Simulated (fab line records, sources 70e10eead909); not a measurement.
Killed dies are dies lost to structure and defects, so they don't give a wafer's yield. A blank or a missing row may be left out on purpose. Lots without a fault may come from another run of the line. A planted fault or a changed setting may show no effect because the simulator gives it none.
A struck lot beside a sound one | flow nand_harc | 14 steps out of a route of 1302
Sound: wafers L683.2, L683.4, L683.6. Struck: wafer L691.4. (L691.1, L691.5 of the same lot were not struck and are left out.) The cause comes at the end.
At each step with rows: each side's tool, then ch and its chambers, then its first start. Under that, the readings that differ: sound wafers | struck wafers | difference of the means | sigmas: that difference in standard deviations of wafers without a fault.
alike: readings whose means differ by less than 2 such deviations, and words and numbers that are the same on both sides. not compared: withheld readings, readings that some wafer has no value for, bounds like >300 that may hide the same value, and numbers for which the record gives no deviation and whose values overlap.
The two part at a step that has a row with sigmas, a row that says differs or no value, or rows on one side only. Numbers that don't overlap but have no deviation are shown without sigmas and don't part them. A reading that every wafer of one side lacks parts them only if that side has two wafers or more.

NHARC_A_DECK1_JOINT_ETCHBACK_00: etches the open film in HBr, target depth 30 nm, time 17.4 s.
  sound on rie_si-05 ch 0,3, day 15 16:40; struck on rie_si-06 ch 0, day 18 06:25
  alike: drypump_motor_current_A, hbr_flow_sccm, oes_product_au, throttle_valve_pct
  not compared: rf_hours_counter_h
then, 8 steps without rows for these wafers: NHARC_A_DECK1_JOINT_PRECLEAN_30 (cleans in SC1); NHARC_A_DECK1_JOINT_SRD_31; NHARC_A_DECK1_JOINT_CVD_34 (deposits SiNx, target thk 20 nm); NHARC_A_DECK1_JOINT_DEP_06 (deposits SiOx, target thk 80 nm); NHARC_A_DECK1_JOINT_CURE_26 (time 32 s); NHARC_A_DECK1_JOINT_ANNEAL_27 (time 3600 s); NHARC_A_DECK1_JOINT_ANNEAL_28 (time 1800 s); NHARC_A_DECK1_JOINT_ANNEAL_29 (time 1800 s).
NHARC_A_DECK1_JOINT_CMP_02: polishes SiOx.
  sound on cmp-02 ch 0,1,3, day 16 16:57; struck on cmp-04 ch 3, day 19 07:48
  reading             | sound         | struck | difference | sigmas
  motor_current_A (A) | 10.0 9.8 12.2 | 13.8   | +3.1       | +3
then, 1 step without rows for these wafers: NHARC_A_DECK1_JOINT_SRD_15.
NHARC_A_DECK1_JOINT_DEP_16: deposits SiO2, target thk 45 nm.
  sound on pecvd-01 ch 0,1,2, day 16 17:28; struck on pecvd-01 ch 1, day 19 08:08
  alike: heater_power_w, throttle_valve_pct
NHARC_A_DECK1_JOINT_THK_MEAS_17: measures by ellipsometry.
  sound on film_metro-01, day 16 17:44; struck on film_metro-01, day 19 08:25
  reading     | sound          | struck | difference | sigmas
  thk_nm (nm) | 43.7 44.1 45.4 | 60.9   | +16.5      | +14
NHARC_A_DECK1_JOINT_INSPECT_05:
  sound on defect_inspect-02, day 16 17:46; struck on defect_inspect-01, day 19 08:28
  alike: raw_defect_count

WHERE THEY PART
First at NHARC_A_DECK1_JOINT_CMP_02; last, within this record, at NHARC_A_DECK1_JOINT_THK_MEAS_17. Later steps at which nothing parts them and some readings are alike: NHARC_A_DECK1_JOINT_INSPECT_05.

WHY: what the simulator had put in
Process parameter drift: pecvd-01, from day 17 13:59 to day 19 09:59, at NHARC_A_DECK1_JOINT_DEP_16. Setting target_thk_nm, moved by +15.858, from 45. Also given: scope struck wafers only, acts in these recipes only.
